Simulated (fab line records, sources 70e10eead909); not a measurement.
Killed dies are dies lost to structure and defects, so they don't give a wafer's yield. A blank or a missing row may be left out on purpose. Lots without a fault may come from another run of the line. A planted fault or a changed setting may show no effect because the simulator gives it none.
A struck lot beside a sound one | flow nand_harc | 22 steps out of a route of 1159
Sound: wafers L684.1, L684.4, L684.6. Struck: wafers L692.2, L692.3, L692.4. The cause comes at the end.
At each step with rows: each side's tool, then ch and its chambers, then its first start. Under that, the readings that differ: sound wafers | struck wafers | difference of the means | sigmas: that difference in standard deviations of wafers without a fault.
alike: readings whose means differ by less than 2 such deviations, and words and numbers that are the same on both sides. not compared: withheld readings, readings that some wafer has no value for, bounds like >300 that may hide the same value, and numbers for which the record gives no deviation and whose values overlap.
The two part at a step that has a row with sigmas, a row that says differs or no value, or rows on one side only. Numbers that don't overlap but have no deviation are shown without sigmas and don't part them. A reading that every wafer of one side lacks parts them only if that side has two wafers or more.

NHARC_P_CONTACT_CVD_23: deposits W, target thk 200 nm, time 557 s.
  sound on cvd_w-02 ch 1; struck on cvd_w-01 ch 0,1
  alike: heater_power_w, mfc_wf6_sccm, throttle_valve_pct
  not compared: since_wet_clean_h
NHARC_P_CONTACT_CMP_24: polishes, t overpolish 30 s, target thk 200 nm.
  sound on cmp-04 ch 1,3, day 9 03:25; struck on cmp-01 ch 0,2,3, day 10 00:40
  alike: motor_current_A, overpolish_run_s, retaining_ring_pressure_frac, time_to_endpoint_s
then, 1 step without rows for these wafers: NHARC_P_CONTACT_SRD_26.
NHARC_P_CONTACT_INSPECT_27:
  sound on defect_inspect-02, day 9 03:49; struck on defect_inspect-02, day 10 01:06
  alike: raw_defect_count
then, 7 steps without rows for these wafers: NHARC_P_M0_DEP_00 (deposits SiOC, target thk 150 nm); NHARC_P_M0_DEHYDRATE_01 (time 120 s); NHARC_P_M0_HMDS_02 (time 30 s); NHARC_P_M0_COAT_33 (time 65 s); NHARC_P_M0_COAT_03 (resist thk 90 nm); NHARC_P_M0_SOFTBAKE_04 (time 55 s); NHARC_P_M0_EBR_05.
NHARC_P_M0_EXPOSE_06: exposes mask P M0, target cd 90 nm.
  sound on arfi_scanner-03 ch 0, day 9 04:36; struck on arfi_scanner-01 ch 0, day 10 01:52
  reading              | sound             | struck            | difference | sigmas
  exposure_dose_mJ_cm2 | 81.23 81.18 81.19 | 81.69 81.76 81.69 | +0.51      | +7
  alike: mask
then, 2 steps without rows for these wafers: NHARC_P_M0_PEB_07 (peb time 65 s); NHARC_P_M0_DEVELOP_08 (develop time 35 s).
NHARC_P_M0_CD_MEAS_09: target cd 90 nm.
  sound on cd_sem-02 ch 0, day 9 04:44; struck on cd_sem-01 ch 0, day 10 02:00
  alike: cd_nm
NHARC_P_M0_OVL_MEAS_10: pitch 180 nm.
  sound on overlay-02, day 9 04:50; struck on overlay-01, day 10 02:05
  reading           | sound          | struck      | difference | sigmas
  overlay_x_nm (nm) | -1.9 -1.7 -2.5 | 1.2 0.6 1.4 | +3.1       | +4
  alike: overlay_y_nm
NHARC_P_M0_INSPECT_11:
  sound on defect_inspect-02, day 9 04:52; struck on defect_inspect-01, day 10 02:08
  alike: raw_defect_count
NHARC_P_M0_DESCUM_14: chemistry O2, time 3 s.
  sound on rie_diel-03 ch 0,2,3, day 9 04:55; struck on rie_diel-09 ch 0,2,3, day 10 02:12
  alike: drypump_motor_current_A, oes_product_au, rf_vpp_V, showerhead_plenum_p_Torr, throttle_valve_pct
  not compared: rf_hours_counter_h, model.P_M0.cd_nm
NHARC_P_M0_ETCH_34: etches the open film in N2/H2, target depth 40 nm, overetch 12 nm, time 43.94 s.
  sound on rie_diel-03 ch 0,2,3, day 9 05:01; struck on rie_diel-09 ch 1,2,3, day 10 02:17
  alike: drypump_motor_current_A, oes_product_au, rf_vpp_V, showerhead_plenum_p_Torr, throttle_valve_pct
  not compared: rf_hours_counter_h
NHARC_P_M0_ETCH_15: etches the open film in C4F8/Ar, target depth 150 nm, overetch 15 nm, time 82.5 s.
  sound on rie_diel-03 ch 0,3; struck on rie_diel-09 ch 0,1,2
  alike: oes_product_au, rf_vpp_V
  not compared: rf_hours_counter_h, model.P_M0.cd_nm
NHARC_P_M0_CD_MEAS_16:
  sound on cd_sem-02, day 9 05:13; struck on cd_sem-01, day 10 02:30
  alike: cd_nm
-- the record jumps here: 17 days lie between the struck wafers' starts before and after (it left off in module P_M0 and takes up again in module END, whose first step shown is number 1159 of the route) --
NHARC_END_SORT_01:
  sound on prober-01 ch 0, day 26 10:56; struck on prober-01 ch 0, day 27 11:11
  alike: defect_limited_yield, killed_at_array, killed_at_other, killed_at_periphery, killed_dies, killed_open, killed_short, sort_bin_2_pct, sort_bin_3_pct, sort_bin_4_pct, sort_n_pass, sort_rim_yield_pct, sort_yield_pct

WHERE THEY PART
First at NHARC_P_M0_EXPOSE_06; last, within this record, at NHARC_P_M0_OVL_MEAS_10. Later steps at which nothing parts them and some readings are alike: NHARC_P_M0_INSPECT_11, NHARC_P_M0_DESCUM_14, NHARC_P_M0_ETCH_34, NHARC_P_M0_ETCH_15, NHARC_P_M0_CD_MEAS_16, NHARC_END_SORT_01.

WHY: what the simulator had put in
Process parameter drift: arfi_scanner-01, from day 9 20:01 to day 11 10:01, at NHARC_P_M0_EXPOSE_06. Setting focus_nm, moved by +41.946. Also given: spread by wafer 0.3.
